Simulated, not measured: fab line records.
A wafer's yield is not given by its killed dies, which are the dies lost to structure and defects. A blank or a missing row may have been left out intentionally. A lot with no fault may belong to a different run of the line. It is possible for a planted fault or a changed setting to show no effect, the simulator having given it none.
fab line records	flow nand_harc
record: lots: 24	wafers: 72	last_day: 34
route steps=1302 shown P_ZERO_WELL@14 P_STI@85 P_GATE@124
lots with no fault: from the same line, run without faults
start_h: start of the lot's first displayed wafer, in hours after the record's first day	wait_h: time in hours since the lot's previous step	" as in the row above	L1.1+2: one row covering several wafers at once	- either no value or no given start	* or withheld: withheld	< > ~ a bound
route shown NAME@n: a module of which the file shows steps, and the number in the route of the first	usual: average and standard deviation across the fault-free wafers	same: alike in all rows	chamber/n: place in a boat	sites: the reading at each site	_std_site: their standard deviation	_edge_site: inner sites' mean taken away from outer sites' mean	radius_mm: for every site, how far away it sits from the centre of the wafer	mask NAME#n: copy n	behind: the tool/chamber that last shaped the wafer	hold: what put the lot on hold/how long, in hours/how the hold closed	device: names the non-switching transistor (n, p or np)	end of line: the tests these same wafers got at the end of their route	a step given without rows: its recipe and nothing more	killed: the dies lost at the first sort to structure and to defects; this is not the yield of the wafer	map: per-die view of a wafer (x killed, . not killed, _ where there is no die)
set.NAME: setting as actually run; set.NAME@STEP: the setting as run at that earlier step	model.NAME: the simulator's own value behind a step, which no gauge read
one table for each step of the route and one row for each wafer, over a sample of lots
services: a tool's chamber out of use, with start hour (start_h, from the record's first day; less than 0 if before it), hours out, and reason
== steps ==
step: NHARC_P_ZERO_WELL_CD_MEAS_11
recipe: target_cd_nm: 500	landing_energy_ev: 500
usual: cd_nm: 500.1/1.4
lot.wafer	tool	chamber	start_h	wait_h	cd_nm
L074.2	cd_sem-01	0	21.13	-	502.4
L074.3	"	0	"	"	500.0
L074.6	"	0	"	"	501.1
L075.2	cd_sem-01	0	31.12	-	501.5
L075.5	"	0	"	"	498.9
L075.6	"	0	"	"	498.2
L076.1	cd_sem-01	0	41.24	-	498.8
L076.3	"	0	"	"	499.8
L076.5	"	0	"	"	500.1
L077.2	cd_sem-03	0	51.25	-	500.8
L077.5	"	0	"	"	502.4
L077.6	"	0	"	"	503.9
L078.2	cd_sem-01	0	61.12	-	500.7
L078.5	"	0	"	"	502.3
L078.6	"	0	"	"	498.4
L079.1	cd_sem-03	0	71.11	-	495.9
L079.5	"	0	"	"	500.7
L079.6	"	0	"	"	500.8
L080.1	cd_sem-02	0	81.24	-	501.1
L080.2	"	0	"	"	502.9
L080.6	"	0	"	"	499.2
L081.2	cd_sem-01	0	91.12	-	498.6
L081.3	"	0	"	"	500.9
L081.5	"	0	"	"	500.3
L082.1	cd_sem-02	0	101.23	-	499.5
L082.4	"	0	"	"	500.3
L082.5	"	0	"	"	497.6
L083.1	cd_sem-03	0	111.11	-	500.3
L083.3	"	0	"	"	500.2
L083.6	"	0	"	"	500.3
L084.3	cd_sem-01	0	121.25	-	498.5
L084.5	"	0	"	"	498.0
L084.6	"	0	"	"	502.2
L085.1	cd_sem-03	0	131.31	-	501.6
L085.2	"	0	"	"	501.1
L085.3	"	0	"	"	499.9
L086.1	cd_sem-02	0	141.13	-	499.7
L086.2	"	0	"	"	499.9
L086.6	"	0	"	"	502.0
L087.2	cd_sem-03	0	151.24	-	498.5
L087.5	"	0	"	"	499.4
L087.6	"	0	"	"	499.5
L088.1	cd_sem-01	0	161.11	-	499.4
L088.2	"	0	"	"	499.1
L088.3	"	0	"	"	499.6
L089.1	cd_sem-01	0	171.31	-	501.9
L089.3	"	0	"	"	502.6
L089.5	"	0	"	"	500.4
L090.3	cd_sem-01	0	181.14	-	500.2
L090.4	"	0	"	"	497.8
L090.6	"	0	"	"	500.0
L091.2	cd_sem-01	0	191.31	-	500.5
L091.5	"	0	"	"	498.0
L091.6	"	0	"	"	499.0
L092.1	cd_sem-02	0	201.25	-	496.9
L092.5	"	0	"	"	500.7
L092.6	"	0	"	"	496.0
L093.1	cd_sem-02	0	211.24	-	502.4
L093.3	"	0	"	"	498.8
L093.6	"	0	"	"	500.1
L094.1	cd_sem-02	0	221.30	-	499.8
L094.3	"	0	"	"	499.8
L094.4	"	0	"	"	502.3
L095.1	cd_sem-02	0	231.25	-	497.1
L095.2	"	0	"	"	500.2
L095.3	"	0	"	"	498.4
L096.3	cd_sem-01	0	241.28	-	500.2
L096.4	"	0	"	"	500.2
L096.5	"	0	"	"	498.7
L097.1	cd_sem-03	0	251.19	-	499.8
L097.5	"	0	"	"	499.4
L097.6	"	0	"	"	501.1
step: NHARC_P_ZERO_WELL_DESCUM_13
recipe: time_s: 3	o2_flow_sccm: 200	ar_flow_sccm: 0	bias_power_w: 0	chemistry: O2
usual: drypump_motor_current_A: 5.7/0.45	mfc_ar_sccm: 0.006/0.0082	oes_product_au: 1.002/0.0087	rf_vpp_V: 57.6/0.88	showerhead_plenum_p_Torr: 1.91/0.074	throttle_valve_pct: 11.310/0.009
lot.wafer	tool	chamber	start_h	wait_h	drypump_motor_current_A	mfc_ar_sccm	oes_product_au	rf_hours_counter_h	rf_vpp_V	showerhead_plenum_p_Torr	throttle_valve_pct
L074.2	rie_diel-09	1	21.29	-	5.2	0	1.002	14	57.4	1.89	11.321
L074.3	"	3	"	"	5.0	0	0.996	18	58.0	2.01	11.305
L074.6	"	0	"	"	6.3	0.008	1.015	-	57.5	1.89	11.311
L075.2	rie_diel-09	2	31.28	-	6.0	0.012	1.014	18	58.0	1.93	11.310
L075.6	"	2	"	"	6.0	0.012	1.011	-	57.4	1.93	11.308
L075.5	"	3	"	"	5.0	0	0.994	-	58.7	2.01	11.307
L076.3	rie_diel-05	1	41.42	-	6.1	0.032	0.998	40	55.6	1.84	11.323
L076.1	"	2	"	"	6.1	0	0.991	47	56.5	1.77	11.306
L076.5	"	0	"	"	5.8	0	1.000	-	56.6	1.83	11.302
L077.2	rie_diel-09	0	51.40	-	6.3	0.008	1.006	27	58.8	1.89	11.327
L077.6	"	0	"	"	6.3	0.008	1.011	-	58.6	1.89	11.322
L077.5	"	1	"	"	5.3	0	1.002	-	58.1	1.89	11.312
L078.2	rie_diel-09	1	61.38	-	5.2	0	1.000	27	57.5	1.89	11.316
L078.5	"	2	"	"	6.0	0.012	1.000	-	57.5	1.93	11.320
L078.6	"	3	"	"	4.9	0	0.996	-	58.5	2.01	11.322
L079.1	rie_diel-02	2	71.28	-	5.1	0	1.005	6	56.7	1.81	11.315
L079.5	"	1	"	"	5.9	0	1.000	-	57.2	1.89	11.307
L079.6	"	2	"	"	5.1	0	1.006	-	55.9	1.81	11.325
L080.2	rie_diel-09	0	81.42	-	6.3	0.008	1.015	35	57.5	1.89	11.311
L080.1	"	1	"	"	5.3	0	1.012	31	58.9	1.89	11.309
L080.6	"	2	"	"	6.0	0.012	1.011	-	57.4	1.93	11.299
L081.3	rie_diel-02	3	91.28	-	5.9	0	1.008	11	57.2	1.79	11.304
L081.2	"	1	"	"	5.9	0	1.000	12	57.4	1.89	11.322
L081.5	"	3	"	"	5.9	0	1.010	-	57.6	1.79	11.312
L082.1	rie_diel-09	0	101.39	-	6.3	0.008	1.002	41	55.9	1.89	11.314
L082.4	"	2	"	"	6.0	0.012	1.013	41	57.7	1.93	11.296
L082.5	"	0	"	"	6.3	0.008	0.995	-	58.4	1.89	11.315
L083.3	rie_diel-09	1	111.27	-	5.3	0	0.996	41	58.2	1.89	11.302
L083.1	"	0	"	"	6.3	0.008	1.001	44	56.7	1.89	11.301
L083.6	"	2	"	"	6.0	0.012	0.997	-	56.8	1.93	11.301
L084.3	rie_diel-09	2	121.41	-	6.0	0.012	1.000	45	58.0	1.93	11.322
L084.6	"	1	"	"	5.3	0	0.993	-	56.6	1.88	11.305
L084.5	"	2	"	"	6.0	0.012	1.000	-	57.3	1.93	11.299
L085.2	rie_diel-05	3	131.46	-	5.8	0.012	0.997	23	57.0	2.00	11.316
L085.3	"	0	"	"	5.9	0	1.005	18	57.1	1.82	11.313
L085.1	"	2	"	"	6.1	0	1.008	26	57.1	2.07	11.316
L086.2	rie_diel-05	1	141.36	-	6.1	0.032	0.988	27	57.0	1.83	11.302
L086.1	"	2	"	"	6.2	0	1.012	28	59.0	2.07	11.317
L086.6	"	1	"	"	6.1	0.032	0.993	-	58.5	1.83	11.302
L087.2	rie_diel-05	3	151.40	-	5.8	0.012	0.994	31	59.1	1.99	11.308
L087.5	"	2	"	"	6.1	0	1.010	-	60.1	2.07	11.305
L087.6	"	0	"	"	5.9	0	1.001	-	55.5	1.82	11.303
L088.2	rie_diel-09	1	161.28	-	5.3	0	1.017	3	57.7	1.88	11.312
L088.3	"	2	"	"	6.0	0.012	0.996	3	59.2	1.92	11.303
L088.1	"	3	"	"	5.0	0	1.002	3	58.4	2.00	11.324
L089.1	rie_diel-05	3	171.46	-	5.9	0.012	0.999	41	57.4	1.99	11.317
L089.3	"	3	"	"	5.8	0.012	0.982	-	57.3	1.99	11.313
L089.5	"	0	"	"	5.8	0	0.995	-	58.1	1.82	11.308
L090.3	rie_diel-09	0	181.30	-	6.3	0.008	1.013	12	58.5	1.88	11.309
L090.4	"	2	"	"	6.0	0.012	1.014	11	57.4	1.92	11.319
L090.6	"	0	"	"	6.3	0.008	1.016	-	58.7	1.88	11.320
L091.2	rie_diel-02	1	191.48	-	6.0	0	1.009	47	57.2	1.88	11.302
L091.6	"	3	"	"	5.9	0	1.010	-	57.4	1.77	11.322
L091.5	"	0	"	"	6.2	0	1.005	-	56.8	1.82	11.313
L092.1	rie_diel-05	2	201.45	-	6.2	0	0.996	46	58.0	2.06	11.306
L092.6	"	0	"	"	5.8	0	1.003	-	58.0	1.82	11.313
L092.5	"	1	"	"	6.0	0.032	0.990	-	58.2	1.83	11.324
L093.3	rie_diel-09	1	211.39	-	5.2	0	1.018	16	57.5	1.88	11.303
L093.1	"	2	"	"	6.0	0.012	1.004	17	57.4	1.92	11.307
L093.6	"	2	"	"	6.0	0.012	1.004	-	57.4	1.92	11.314
L094.4	rie_diel-09	1	223.27	-	5.3	0	1.021	20	56.7	1.88	11.316
L094.3	"	2	"	"	6.0	0.012	1.001	21	57.5	1.92	11.324
L094.1	"	0	"	"	6.3	0.008	1.008	24	56.3	1.88	11.304
L095.3	rie_diel-09	2	231.76	-	6.0	0.012	1.005	25	57.4	1.92	11.330
L095.1	"	3	"	"	5.0	0	0.991	28	58.0	1.99	11.319
L095.2	"	0	"	"	6.3	0.008	1.026	26	58.5	1.87	11.318
L096.4	rie_diel-09	1	241.44	-	5.3	0	1.008	28	58.6	1.87	11.298
L096.3	"	2	"	"	6.0	0.012	1.005	29	56.5	1.91	11.320
L096.5	"	0	"	"	6.3	0.008	1.004	-	58.2	1.87	11.302
L097.1	rie_diel-05	1	251.34	-	6.0	0.032	0.988	1	56.7	1.82	11.313
L097.6	"	1	"	"	6.1	0.032	0.990	-	57.8	1.82	11.299
L097.5	"	2	"	"	6.1	0	0.996	-	57.7	2.06	11.303
step: NHARC_P_ZERO_WELL_CD_MEAS_52
recipe: target_cd_nm: 2000	landing_energy_ev: 500
usual: cd_nm: 1999.5/1.7
lot.wafer	tool	chamber	start_h	wait_h	cd_nm
L074.2	cd_sem-02	0	25.61	-	1997.2
L074.3	"	0	"	"	2001.1
L074.6	"	0	"	"	1997.9
L075.2	cd_sem-03	0	35.73	-	2000.3
L075.5	"	0	"	"	2000.1
L075.6	"	0	"	"	2001.5
L076.1	cd_sem-02	0	46.05	-	1996.0
L076.3	"	0	"	"	1996.5
L076.5	"	0	"	"	1998.3
L077.2	cd_sem-01	0	55.88	-	2000.7
L077.5	"	0	"	"	2000.8
L077.6	"	0	"	"	2000.2
L078.2	cd_sem-01	0	65.91	-	2001.3
L078.5	"	0	"	"	2002.2
L078.6	"	0	"	"	1999.6
L079.1	cd_sem-01	0	75.73	-	1998.0
L079.5	"	0	"	"	1997.0
L079.6	"	0	"	"	1998.1
L080.1	cd_sem-01	0	85.63	-	1999.7
L080.2	"	0	"	"	1997.4
L080.6	"	0	"	"	1998.2
L081.2	cd_sem-03	0	95.49	-	1997.0
L081.3	"	0	"	"	1999.4
L081.5	"	0	"	"	1997.9
L082.1	cd_sem-01	0	105.64	-	1998.4
L082.4	"	0	"	"	1998.9
L082.5	"	0	"	"	1998.0
L083.1	cd_sem-02	0	115.67	-	1999.8
L083.3	"	0	"	"	2000.9
L083.6	"	0	"	"	1997.8
L084.3	cd_sem-02	0	125.81	-	1995.9
L084.5	"	0	"	"	1998.7
L084.6	"	0	"	"	1999.0
L085.1	cd_sem-02	0	135.73	-	2000.9
L085.2	"	0	"	"	2001.2
L085.3	"	0	"	"	1999.2
L086.1	cd_sem-02	0	146.11	-	2000.6
L086.2	"	0	"	"	1998.8
L086.6	"	0	"	"	1997.4
L087.2	cd_sem-03	0	157.19	-	1999.9
L087.5	"	0	"	"	1998.0
L087.6	"	0	"	"	2001.6
L088.1	cd_sem-03	0	165.89	-	1999.0
L088.2	"	0	"	"	1999.0
L088.3	"	0	"	"	1998.4
L089.1	cd_sem-01	0	175.92	-	1998.1
L089.3	"	0	"	"	1998.1
L089.5	"	0	"	"	1998.9
L090.3	cd_sem-01	0	185.79	-	2001.7
L090.4	"	0	"	"	2001.0
L090.6	"	0	"	"	2002.1
L091.2	cd_sem-01	0	196.07	-	2000.8
L091.5	"	0	"	"	1998.4
L091.6	"	0	"	"	1997.0
L092.1	cd_sem-03	0	205.65	-	2000.6
L092.5	"	0	"	"	2003.4
L092.6	"	0	"	"	2001.4
L093.1	cd_sem-02	0	215.48	-	1998.1
L093.3	"	0	"	"	1997.7
L093.6	"	0	"	"	1997.4
L094.1	cd_sem-03	0	227.92	-	1999.7
L094.3	"	0	"	"	2000.4
L094.4	"	0	"	"	1998.7
L095.1	cd_sem-02	0	236.23	-	1998.4
L095.2	"	0	"	"	2002.0
L095.3	"	0	"	"	2000.7
L096.3	cd_sem-02	0	245.82	-	1999.7
L096.4	"	0	"	"	2002.8
L096.5	"	0	"	"	1999.4
L097.1	cd_sem-03	0	255.95	-	1999.0
L097.5	"	0	"	"	1999.3
L097.6	"	0	"	"	2000.4
step: NHARC_P_STI_INSPECT_11
usual: raw_defect_count: 5.8/2.9
lot.wafer	tool	chamber	start_h	wait_h	raw_defect_count
L074.2	defect_inspect-02	-	44.58	0.0	2
L074.3	"	-	"	"	4
L074.6	"	-	"	"	3
L075.2	defect_inspect-02	-	55.56	0.0	4
L075.5	"	-	"	"	2
L075.6	"	-	"	"	9
L076.1	defect_inspect-01	-	66.05	0.0	5
L076.3	"	-	"	"	7
L076.5	"	-	"	"	5
L077.2	defect_inspect-02	-	74.61	0.0	5
L077.5	"	-	"	"	2
L077.6	"	-	"	"	6
L078.2	defect_inspect-01	-	84.10	0.0	3
L078.5	"	-	"	"	5
L078.6	"	-	"	"	4
L079.1	defect_inspect-01	-	94.71	0.0	7
L079.5	"	-	"	"	5
L079.6	"	-	"	"	5
L080.1	defect_inspect-01	-	103.68	0.0	6
L080.2	"	-	"	"	6
L080.6	"	-	"	"	5
L081.2	defect_inspect-02	-	111.93	0.0	5
L081.3	"	-	"	"	2
L081.5	"	-	"	"	2
L082.1	defect_inspect-01	-	125.59	0.0	2
L082.4	"	-	"	"	1
L082.5	"	-	"	"	5
L083.1	defect_inspect-01	-	133.29	0.0	3
L083.3	"	-	"	"	4
L083.6	"	-	"	"	6
L084.3	defect_inspect-02	-	144.97	0.0	12
L084.5	"	-	"	"	4
L084.6	"	-	"	"	5
L085.1	defect_inspect-02	-	153.80	0.0	4
L085.2	"	-	"	"	4
L085.3	"	-	"	"	5
L086.1	defect_inspect-01	-	163.04	0.0	5
L086.2	"	-	"	"	14
L086.6	"	-	"	"	7
L087.2	defect_inspect-01	-	174.39	0.0	3
L087.5	"	-	"	"	2
L087.6	"	-	"	"	6
L088.1	defect_inspect-02	-	182.71	0.0	7
L088.2	"	-	"	"	7
L088.3	"	-	"	"	9
L089.1	defect_inspect-02	-	193.28	0.0	12
L089.3	"	-	"	"	6
L089.5	"	-	"	"	9
L090.3	defect_inspect-02	-	202.27	0.0	5
L090.4	"	-	"	"	8
L090.6	"	-	"	"	6
L091.2	defect_inspect-01	-	212.50	0.0	5
L091.5	"	-	"	"	7
L091.6	"	-	"	"	8
L092.1	defect_inspect-01	-	225.29	0.0	8
L092.5	"	-	"	"	4
L092.6	"	-	"	"	9
L093.1	defect_inspect-01	-	236.40	0.0	6
L093.3	"	-	"	"	3
L093.6	"	-	"	"	6
L094.1	defect_inspect-01	-	245.68	0.0	2
L094.3	"	-	"	"	7
L094.4	"	-	"	"	8
L095.1	defect_inspect-02	-	256.33	0.0	14
L095.2	"	-	"	"	6
L095.3	"	-	"	"	7
L096.3	defect_inspect-01	-	264.04	0.0	2
L096.4	"	-	"	"	10
L096.5	"	-	"	"	5
L097.1	defect_inspect-01	-	276.90	0.0	11
L097.5	"	-	"	"	4
L097.6	"	-	"	"	3
step: NHARC_P_GATE_DESCUM_13
recipe: time_s: 3	o2_flow_sccm: 200	ar_flow_sccm: 0	bias_power_w: 0	chemistry: O2
usual: drypump_motor_current_A: 5.7/0.42	mfc_ar_sccm: 0.009/0.013	oes_product_au: 1.001/0.0091	rf_vpp_V: 57.9/0.91	showerhead_plenum_p_Torr: 1.92/0.088	throttle_valve_pct: 11.311/0.0094
lot.wafer	tool	chamber	start_h	wait_h	drypump_motor_current_A	mfc_ar_sccm	oes_product_au	rf_hours_counter_h	rf_vpp_V	showerhead_plenum_p_Torr	throttle_valve_pct
L074.2	rie_diel-08	3	85.75	-	6.5	0.013	1.005	2.5	57.9	1.95	11.328
L074.3	"	3	"	"	6.5	0.013	0.995	-	58.0	1.95	11.314
L074.6	"	3	"	"	6.5	0.013	0.994	-	55.7	1.95	11.314
L075.2	rie_diel-10	1	90.03	-	5.3	0.006	0.992	0.6	57.8	1.89	11.314
L075.6	"	0	"	"	5.3	0	0.996	-	57.4	1.84	11.305
L075.5	"	1	"	"	5.3	0.006	0.997	-	58.3	1.89	11.310
L076.3	rie_diel-10	1	103.84	-	5.4	0.006	0.984	0.8	58.5	1.89	11.311
L076.1	"	2	"	"	5.4	0	1.003	0.9	58.6	2.04	11.304
L076.5	"	1	"	"	5.3	0.006	0.987	-	57.6	1.89	11.306
L077.2	rie_diel-10	3	108.98	-	5.4	0	0.988	1.7	58.4	2.06	11.320
L077.5	"	2	"	"	5.4	0	1.010	-	57.8	2.04	11.291
L077.6	"	3	"	"	5.4	0	0.987	-	58.2	2.06	11.308
L078.2	rie_diel-01	0	119.04	-	6.2	0	1.000	5.0	56.4	1.86	11.315
L078.5	"	1	"	"	5.5	0.040	1.004	-	57.5	1.80	11.321
L078.6	"	2	"	"	6.4	0	1.007	-	58.4	2.03	11.299
L079.1	rie_diel-08	1	135.20	-	6.4	0.019	1.005	6.1	56.8	1.83	11.332
L079.5	"	1	"	"	6.4	0.019	1.004	-	57.1	1.83	11.298
L079.6	"	2	"	"	5.8	0	0.996	-	56.4	1.84	11.323
L080.2	rie_diel-10	2	142.64	-	5.4	0	1.007	4.0	58.1	2.04	11.327
L080.1	"	0	"	"	5.2	0	0.989	3.5	57.9	1.84	11.298
L080.6	"	3	"	"	5.4	0	0.980	-	56.7	2.06	11.309
L081.3	rie_diel-01	1	147.31	-	5.5	0.040	1.002	6.2	58.5	1.80	11.319
L081.2	"	3	"	"	6.0	0.029	0.987	6.3	58.1	1.95	11.306
L081.5	"	0	"	"	6.2	0	1.002	-	58.6	1.86	11.323
L082.4	rie_diel-10	3	160.67	-	5.4	0	0.996	4.7	58.2	2.06	11.308
L082.1	"	2	"	"	5.4	0	1.011	4.5	58.2	2.04	11.312
L082.5	"	3	"	"	5.5	0	0.994	-	59.7	2.06	11.302
L083.3	rie_diel-10	1	167.89	-	5.4	0.006	1.001	5.0	58.9	1.89	11.315
L083.1	"	2	"	"	5.4	0	1.032	5.5	58.7	2.04	11.326
L083.6	"	2	"	"	5.4	0	1.024	-	58.1	2.04	11.323
L084.3	rie_diel-10	0	179.35	-	5.2	0	1.002	4.6	58.8	1.84	11.322
L084.6	"	1	"	"	5.3	0.006	0.994	-	57.4	1.89	11.303
L084.5	"	2	"	"	5.4	0	1.015	-	59.1	2.04	11.314
L085.3	rie_diel-01	3	188.14	-	6.0	0.029	0.999	8.5	58.0	1.95	11.322
L085.2	"	0	"	"	6.2	0	1.005	7.8	58.3	1.86	11.312
L085.1	"	2	"	"	6.3	0	1.005	8.8	57.6	2.03	11.316
L086.2	rie_diel-10	1	198.39	-	5.3	0.006	0.986	6.5	59.5	1.89	11.313
L086.1	"	0	"	"	5.3	0	1.000	6.0	57.3	1.84	11.308
L086.6	"	1	"	"	5.3	0.006	0.990	-	56.9	1.89	11.303
L088.2	rie_diel-08	3	227.01	-	6.5	0.013	1.008	2.6	58.6	1.94	11.299
L088.1	"	0	"	"	5.7	0.016	1.004	1.8	57.7	1.97	11.315
L088.3	"	2	"	"	5.8	0	1.013	2.3	58.6	1.84	11.301
L087.2	rie_diel-10	0	227.01	-	5.2	0	0.995	8.6	58.7	1.84	11.328
L087.5	"	1	"	"	5.3	0.006	0.985	-	58.3	1.89	11.309
L087.6	"	0	"	"	5.3	0	0.997	-	57.7	1.84	11.317
L089.1	rie_diel-01	2	227.07	-	6.3	0	1.007	0.8	59.8	2.02	11.303
L089.3	"	3	"	"	6.0	0.029	1.014	0.9	57.3	1.95	11.299
L089.5	"	2	"	"	6.4	0	1.004	-	56.6	2.02	11.308
L090.3	rie_diel-01	3	239.68	-	6.0	0.029	1.023	1.1	59.5	1.95	11.310
L090.4	"	1	"	"	5.4	0.040	1.008	1.0	56.9	1.80	11.319
L090.6	"	0	"	"	6.2	0	1.001	-	57.2	1.86	11.307
L091.2	rie_diel-01	0	251.46	-	6.2	0	1.002	2.1	57.3	1.86	11.321
L091.6	"	0	"	"	6.2	0	0.997	-	57.5	1.86	11.315
L091.5	"	1	"	"	5.4	0.040	1.015	-	57.8	1.80	11.305
L092.1	rie_diel-10	0	263.91	-	5.2	0	0.995	1.0	57.3	1.84	11.315
L092.6	"	1	"	"	5.3	0.006	0.988	-	57.6	1.89	11.314
L092.5	"	2	"	"	5.4	0	1.008	-	60.1	2.04	11.304
L093.1	rie_diel-01	1	272.44	-	5.5	0.040	1.008	4.1	57.0	1.80	11.319
L093.3	"	2	"	"	6.4	0	1.006	3.0	57.6	2.02	11.322
L093.6	"	0	"	"	6.2	0	1.000	-	56.7	1.86	11.306
L094.1	rie_diel-01	0	289.41	-	6.2	0	0.998	4.8	57.9	1.86	11.326
L094.3	"	1	"	"	5.4	0.040	1.003	5.0	56.4	1.80	11.296
L094.4	"	2	"	"	6.4	0	1.005	3.9	58.5	2.02	11.315
L095.1	rie_diel-08	0	296.20	-	5.7	0.016	1.004	3.9	57.5	1.97	11.316
L095.2	"	1	"	"	6.5	0.019	1.009	6.2	57.3	1.83	11.313
L095.3	"	2	"	"	5.8	0	1.007	6.2	57.5	1.83	11.309
L096.3	rie_diel-10	3	302.91	-	5.4	0	0.988	2.9	58.5	2.06	11.310
L096.4	"	1	"	"	5.3	0.006	0.991	3.4	57.2	1.89	11.302
L096.5	"	0	"	"	5.2	0	1.017	-	60.3	1.84	11.310
L097.1	rie_diel-10	2	321.43	-	5.4	0	1.003	5.6	57.4	2.04	11.313
L097.5	"	0	"	"	5.3	0	1.000	-	55.6	1.84	11.305
L097.6	"	1	"	"	5.3	0.006	0.994	-	58.8	1.89	11.296
step: NHARC_P_GATE_INSPECT_68
usual: raw_defect_count: 219/80
lot.wafer	tool	chamber	start_h	wait_h	raw_defect_count
L074.2	defect_inspect-01	-	119.78	0.1	104
L074.3	"	-	"	"	96
L074.6	"	-	"	"	128
L075.2	defect_inspect-02	-	122.33	0.1	293
L075.5	"	-	"	"	150
L075.6	"	-	"	"	137
L076.1	defect_inspect-01	-	140.46	0.2	156
L076.3	"	-	"	"	114
L076.5	"	-	"	"	305
L077.2	defect_inspect-02	-	141.32	0.1	230
L077.5	"	-	"	"	154
L077.6	"	-	"	"	211
L078.2	defect_inspect-02	-	151.70	0.1	227
L078.5	"	-	"	"	212
L078.6	"	-	"	"	301
L079.1	defect_inspect-01	-	167.82	0.2	152
L079.5	"	-	"	"	182
L079.6	"	-	"	"	342
L080.1	defect_inspect-02	-	175.09	0.2	274
L080.2	"	-	"	"	259
L080.6	"	-	"	"	140
L081.2	defect_inspect-01	-	181.29	0.1	144
L081.3	"	-	"	"	304
L081.5	"	-	"	"	200
L082.1	defect_inspect-01	-	193.08	0.2	127
L082.4	"	-	"	"	237
L082.5	"	-	"	"	160
L083.1	defect_inspect-02	-	200.10	0.2	527
L083.3	"	-	"	"	193
L083.6	"	-	"	"	243
L084.3	defect_inspect-02	-	212.05	0.1	147
L084.5	"	-	"	"	170
L084.6	"	-	"	"	179
L085.1	defect_inspect-01	-	228.65	0.2	147
L085.2	"	-	"	"	107
L085.3	"	-	"	"	246
L086.1	defect_inspect-01	-	233.39	0.2	299
L086.2	"	-	"	"	271
L086.6	"	-	"	"	250
L087.2	defect_inspect-01	-	261.35	0.1	214
L087.5	"	-	"	"	204
L087.6	"	-	"	"	165
L089.1	defect_inspect-01	-	261.92	0.2	246
L089.3	"	-	"	"	107
L089.5	"	-	"	"	265
L088.1	defect_inspect-02	-	262.68	0.2	216
L088.2	"	-	"	"	237
L088.3	"	-	"	"	419
L090.3	defect_inspect-01	-	272.07	0.1	155
L090.4	"	-	"	"	284
L090.6	"	-	"	"	214
L091.2	defect_inspect-01	-	283.99	0.1	474
L091.5	"	-	"	"	172
L091.6	"	-	"	"	449
L092.1	defect_inspect-02	-	296.06	0.2	160
L092.5	"	-	"	"	214
L092.6	"	-	"	"	295
L093.1	defect_inspect-02	-	304.36	0.2	200
L093.3	"	-	"	"	162
L093.6	"	-	"	"	144
L094.1	defect_inspect-02	-	331.24	0.2	230
L094.3	"	-	"	"	121
L094.4	"	-	"	"	162
L095.1	defect_inspect-01	-	336.38	0.2	169
L095.2	"	-	"	"	227
L095.3	"	-	"	"	189
L096.3	defect_inspect-02	-	337.87	0.1	338
L096.4	"	-	"	"	287
L096.5	"	-	"	"	273
L097.1	defect_inspect-01	-	356.81	0.2	236
L097.5	"	-	"	"	319
L097.6	"	-	"	"	388
== services ==
tool	chamber	start_h	hours	kind
rie_diel-05	0	3.60	2.6	repair
rie_diel-01	-	26.80	9.0	pm
rie_diel-09	1	40.98	2.6	repair
rie_diel-01	-	45.14	1.7	repair
rie_diel-05	-	52.75	9.0	pm
rie_diel-10	-	65.50	9.0	pm
rie_diel-01	0	65.82	14.9	repair
rie_diel-01	3	77.29	5.6	repair
rie_diel-05	1	80.43	3.7	repair
rie_diel-05	2	101.30	4.5	repair
rie_diel-05	0	119.67	5.2	repair
rie_diel-05	1	142.11	29.6	repair
rie_diel-09	-	143.82	9.0	pm
rie_diel-05	2	156.37	16.7	repair
rie_diel-10	3	164.30	1.6	repair
rie_diel-01	0	166.26	7.3	repair
rie_diel-05	0	172.33	6.0	repair
rie_diel-01	0	188.89	16.3	repair
rie_diel-10	2	197.99	7.6	repair
rie_diel-01	-	204.01	9.0	pm
rie_diel-09	-	214.17	0.1	repair
rie_diel-10	-	242.97	9.0	pm
rie_diel-09	1	270.56	8.9	repair
rie_diel-09	-	320.82	9.0	pm
== key ==
fault none
